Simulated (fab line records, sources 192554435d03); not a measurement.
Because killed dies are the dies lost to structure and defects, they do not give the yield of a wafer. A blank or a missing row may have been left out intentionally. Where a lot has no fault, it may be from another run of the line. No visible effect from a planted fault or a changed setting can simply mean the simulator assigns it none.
What tool caused it? :: flow n5-finfet :: 22 lots, 66 wafers sampled, at 2 steps of a route of 1938

== WHAT THE GAUGES READ, wafer by wafer ==
N5_BEOL_M8_CD_MEAS_11 targets a cd of 38.5 nm. Usual: cd-nm 38.4 nm, standard deviation 0.45.
lot: L075
measured: day 9 05:43
on: cd-sem-01
cd-nm (nm): 38.4 38.7 38.1
flag: 

lot: L074
measured: day 9 08:46
on: cd-sem-03
cd-nm (nm): 37.6 38.6 39.1
flag: 

lot: L076
measured: day 9 15:54
on: cd-sem-02
cd-nm (nm): 37.8 38.4 38.5
flag: 

lot: L077
measured: day 10 01:11
on: cd-sem-03
cd-nm (nm): 38.0 38.1 38.1
flag: 

lot: L079
measured: day 10 14:34
on: cd-sem-03
cd-nm (nm): 38.8 39.1 38.7
flag: 

lot: L080
measured: day 11 01:35
on: cd-sem-03
cd-nm (nm): 38.6 38.4 38.3
flag: 

lot: L082
measured: day 11 06:12
on: cd-sem-03
cd-nm (nm): 38.1 38.0 38.3
flag: 

lot: L081
measured: day 11 06:26
on: cd-sem-03
cd-nm (nm): 37.8 38.7 38.2
flag: 

lot: L084
measured: day 11 14:55
on: cd-sem-02
cd-nm (nm): 37.3 38.0 37.8
flag: 

lot: L083
measured: day 11 19:07
on: cd-sem-01
cd-nm (nm): 38.4 37.9 37.7
flag: 

lot: L085
measured: day 11 19:43
on: cd-sem-01
cd-nm (nm): 37.9 37.4 38.6
flag: 

lot: L087
measured: day 12 14:58
on: cd-sem-02
cd-nm (nm): 37.4 38.4 38.3
flag: 

lot: L088
measured: day 13 03:07
on: cd-sem-01
cd-nm (nm): 38.3 38.0 38.3
flag: 

lot: L089
measured: day 13 18:53
on: cd-sem-01
cd-nm (nm): 38.3 38.8 38.4
flag: 

lot: L090
measured: day 13 21:28
on: cd-sem-01
cd-nm (nm): 37.4 37.9 37.7
flag: 

lot: L093
measured: day 13 21:31
on: cd-sem-03
cd-nm (nm): 38.8 38.7 39.1
flag: 

lot: L091
measured: day 14 01:47
on: cd-sem-01
cd-nm (nm): 38.6 38.5 38.7
flag: 

lot: L092
measured: day 14 08:31
on: cd-sem-03
cd-nm (nm): 38.1 37.9 39.1
flag: 

lot: L095
measured: day 14 22:32
on: cd-sem-02
cd-nm (nm): 38.6 39.3 38.9
flag: 

lot: L094
measured: day 15 06:01
on: cd-sem-01
cd-nm (nm): 38.4 37.5 38.1
flag: 

lot: L097
measured: day 15 11:42
on: cd-sem-02
cd-nm (nm): 37.5 38.2 38.2
flag: 

lot: L096
measured: day 15 20:10
on: cd-sem-03
cd-nm (nm): 38.6 38.8 39.0
flag: 

== TOOL THAT RAN EACH LOT (tool first, then ch and the chambers of the sampled wafers, then the start) ==
lot: L075
N5_BEOL_M8_ILD_DEP_00: pecvd-03 ch 0,1,2, day 9 03:34

lot: L074
N5_BEOL_M8_ILD_DEP_00: pecvd-02 ch 1,2, day 9 05:38

lot: L076
N5_BEOL_M8_ILD_DEP_00: pecvd-03 ch 0,1, day 9 13:01

lot: L077
N5_BEOL_M8_ILD_DEP_00: pecvd-02 ch 0,1,2, day 9 22:01

lot: L079
N5_BEOL_M8_ILD_DEP_00: pecvd-01 ch 1,2, day 10 12:55

lot: L080
N5_BEOL_M8_ILD_DEP_00: pecvd-03 ch 0,2, day 10 20:46

lot: L082
N5_BEOL_M8_ILD_DEP_00: pecvd-02 ch 0,1, day 11 04:04

lot: L081
N5_BEOL_M8_ILD_DEP_00: pecvd-02 ch 0,1, day 11 04:36

lot: L084
N5_BEOL_M8_ILD_DEP_00: pecvd-01 ch 0,2, day 11 13:46

lot: L083
N5_BEOL_M8_ILD_DEP_00: pecvd-02 ch 0,1,2, day 11 14:14

lot: L085
N5_BEOL_M8_ILD_DEP_00: pecvd-02 ch 0,1, day 11 15:38

lot: L087
N5_BEOL_M8_ILD_DEP_00: pecvd-03 ch 1,2, day 12 12:56

lot: L088
N5_BEOL_M8_ILD_DEP_00: pecvd-01 ch 1,2, day 12 19:27

lot: L089
N5_BEOL_M8_ILD_DEP_00: pecvd-01 ch 0,1,2, day 13 17:25

lot: L090
N5_BEOL_M8_ILD_DEP_00: pecvd-01 ch 0,1, day 13 18:42

lot: L093
N5_BEOL_M8_ILD_DEP_00: pecvd-02 ch 1,2, day 13 18:47

lot: L091
N5_BEOL_M8_ILD_DEP_00: pecvd-01 ch 0,2, day 13 23:09

lot: L092
N5_BEOL_M8_ILD_DEP_00: pecvd-02 ch 0,1,2, day 14 06:06

lot: L095
N5_BEOL_M8_ILD_DEP_00: pecvd-01 ch 0,2, day 14 21:17

lot: L094
N5_BEOL_M8_ILD_DEP_00: pecvd-02 ch 0,1, day 15 04:33

lot: L097
N5_BEOL_M8_ILD_DEP_00: pecvd-02 ch 0,2, day 15 10:34

lot: L096
N5_BEOL_M8_ILD_DEP_00: pecvd-02 ch 1,2, day 15 17:11
- N5_BEOL_M8_ILD_DEP_00: deposits SiCOH lowk from DEMS/porogen, target thk 179.75 nm, time 33.4 s.

== AS READ BY THE TOOLS THEMSELVES (means over the sampled wafers that have a number; for cases with no such wafer, the mark the record gives instead) ==
N5_BEOL_M8_ILD_DEP_00. Usual: heater-power-w 333 W, standard deviation 62; showerhead-plenum-p-Torr 5.739 Torr, standard deviation 0.013; showerhead-vpp-V 1353 V, standard deviation 40; throttle-valve-pct 13.9 %, standard deviation 0.63.
lot: L075
tool: pecvd-03
heater-power-w (W): 293
showerhead-plenum-p-Torr (Torr): 5.729
showerhead-vpp-V (V): 1299
throttle-valve-pct (%): 13.6
flag: 

lot: L074
tool: pecvd-02
heater-power-w (W): 382
showerhead-plenum-p-Torr (Torr): 5.755
showerhead-vpp-V (V): 1390
throttle-valve-pct (%): 13.5
flag: 

lot: L076
tool: pecvd-03
heater-power-w (W): 313
showerhead-plenum-p-Torr (Torr): 5.717
showerhead-vpp-V (V): 1313
throttle-valve-pct (%): 13.7
flag: 

lot: L077
tool: pecvd-02
heater-power-w (W): 348
showerhead-plenum-p-Torr (Torr): 5.743
showerhead-vpp-V (V): 1368
throttle-valve-pct (%): 14.2
flag: 

lot: L079
tool: pecvd-01
heater-power-w (W): 298
showerhead-plenum-p-Torr (Torr): 5.741
showerhead-vpp-V (V): 1374
throttle-valve-pct (%): 13.3
flag: 

lot: L080
tool: pecvd-03
heater-power-w (W): 313
showerhead-plenum-p-Torr (Torr): 5.733
showerhead-vpp-V (V): 1258
throttle-valve-pct (%): 13.0
flag: 

lot: L082
tool: pecvd-02
heater-power-w (W): 371
showerhead-plenum-p-Torr (Torr): 5.753
showerhead-vpp-V (V): 1369
throttle-valve-pct (%): 14.5
flag: 

lot: L081
tool: pecvd-02
heater-power-w (W): 328
showerhead-plenum-p-Torr (Torr): 5.743
showerhead-vpp-V (V): 1354
throttle-valve-pct (%): 14.7
flag: 

lot: L084
tool: pecvd-01
heater-power-w (W): 299
showerhead-plenum-p-Torr (Torr): 5.729
showerhead-vpp-V (V): 1369
throttle-valve-pct (%): 13.8
flag: 

lot: L083
tool: pecvd-02
heater-power-w (W): 360
showerhead-plenum-p-Torr (Torr): 5.748
showerhead-vpp-V (V): 1382
throttle-valve-pct (%): 14.2
flag: 

lot: L085
tool: pecvd-02
heater-power-w (W): 371
showerhead-plenum-p-Torr (Torr): 5.748
showerhead-vpp-V (V): 1368
throttle-valve-pct (%): 14.5
flag: 

lot: L087
tool: pecvd-03
heater-power-w (W): 303
showerhead-plenum-p-Torr (Torr): 5.735
showerhead-vpp-V (V): 1275
throttle-valve-pct (%): 13.4
flag: 

lot: L088
tool: pecvd-01
heater-power-w (W): 307
showerhead-plenum-p-Torr (Torr): 5.747
showerhead-vpp-V (V): 1364
throttle-valve-pct (%): 13.5
flag: 

lot: L089
tool: pecvd-01
heater-power-w (W): 303
showerhead-plenum-p-Torr (Torr): 5.745
showerhead-vpp-V (V): 1373
throttle-valve-pct (%): 13.7
flag: 

lot: L090
tool: pecvd-01
heater-power-w (W): 285
showerhead-plenum-p-Torr (Torr): 5.740
showerhead-vpp-V (V): 1344
throttle-valve-pct (%): 13.7
flag: 

lot: L093
tool: pecvd-02
heater-power-w (W): 436
showerhead-plenum-p-Torr (Torr): 5.740
showerhead-vpp-V (V): 1387
throttle-valve-pct (%): 13.7
flag: 

lot: L091
tool: pecvd-01
heater-power-w (W): 330
showerhead-plenum-p-Torr (Torr): 5.733
showerhead-vpp-V (V): 1354
throttle-valve-pct (%): 14.1
flag: 

lot: L092
tool: pecvd-02
heater-power-w (W): 357
showerhead-plenum-p-Torr (Torr): 5.743
showerhead-vpp-V (V): 1359
throttle-valve-pct (%): 14.2
flag: 

lot: L095
tool: pecvd-01
heater-power-w (W): 350
showerhead-plenum-p-Torr (Torr): 5.733
showerhead-vpp-V (V): 1367
throttle-valve-pct (%): 14.1
flag: 

lot: L094
tool: pecvd-02
heater-power-w (W): 376
showerhead-plenum-p-Torr (Torr): 5.747
showerhead-vpp-V (V): 1353
throttle-valve-pct (%): 14.5
flag: 

lot: L097
tool: pecvd-02
heater-power-w (W): 369
showerhead-plenum-p-Torr (Torr): 5.731
showerhead-vpp-V (V): 1372
throttle-valve-pct (%): 13.9
flag: 

lot: L096
tool: pecvd-02
heater-power-w (W): 412
showerhead-plenum-p-Torr (Torr): 5.746
showerhead-vpp-V (V): 1365
throttle-valve-pct (%): 13.6
flag: 

== THE ANSWER, worked out from the rows above alone ==
Rule: a lot counts as off when the mean over its wafers that have a number is more than 3 standard deviations away from the usual mean. A lot without any number at a reading at which 4 lots or more have one is off too. The other lots that the step has rows for count as sound. First the gauges in route order, then the tools' own readings, where a lot's mean is used as printed above. The first step at which some lot is off is used, and at that step the reading that is off furthest; a lot without a number counts as furthest.
Across all readings shown, no lot is off: no conclusion can be drawn from this.

== WHAT THE SIMULATOR HAD INSERTED ==
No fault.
